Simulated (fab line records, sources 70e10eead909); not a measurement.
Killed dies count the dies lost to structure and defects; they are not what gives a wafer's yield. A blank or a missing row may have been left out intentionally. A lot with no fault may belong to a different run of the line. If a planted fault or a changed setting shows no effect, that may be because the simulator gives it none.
Matching of chambers	flow nand harc	rie diel-09 running NHARC_A_BONDPAD_ETCH_34: 4 sister chambers
The step etches the open film in N2/H2, target depth 60 nm, overetch 18 nm, time 65.91 s. 8 wafers are shown with their chamber, then 9 later ones without.

WAFERS, EACH WITH ITS CHAMBER
wafer	chamber	drypump motor current A (A)	rf vpp V (V)
L935.2	1	5.8	435.5
L935.6	2	5.8	433.0
L936.1	0	6.0	431.7
L936.4	3	4.7	433.8
L936.5	0	6.0	431.9
L939.2	2	5.8	433.3
L939.4	1	5.7	434.8
L939.5	3	4.7	436.4

WAFERS WITH NO CHAMBER GIVEN
wafer	drypump motor current A (A)	rf vpp V (V)
L949.3	5.8	435.1
L949.4	5.8	432.6
L949.6	4.7	435.5
L952.1	5.8	432.3
L952.2	4.7	433.2
L952.4	6.0	431.1
L953.2	4.7	434.6
L953.3	5.8	434.0
L953.5	4.7	434.5

CHAMBER TAKEN BY EACH
wafer	from the rows above	in truth
L949.3	can't be placed: 1 or 2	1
L949.4	2	2
L949.6	3	3
L952.1	2	2
L952.2	3	3
L952.4	0	0
L953.2	3	3
L953.3	can't be placed: 2 or 1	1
L953.5	3	3
Placed correctly: 7 of 9. Not placeable from these rows: 2 (in 2, the candidates include the true chamber). Wrongly placed: 0.
How it was worked out, from the rows above alone: a wafer's distance from a chamber is the root of the sum, over the readings, of the square of ((its reading less the chamber's mean) divided by the reading's scatter). The wafer belongs to the nearest chamber; if the next one is less than 2 further off, it can't be placed. The mean given for a chamber averages the wafers shown for that chamber. The scatter is the square root of a quotient: the sum, over the shown wafers, of each reading's squared deviation from its chamber's mean, divided by wafers minus chambers.
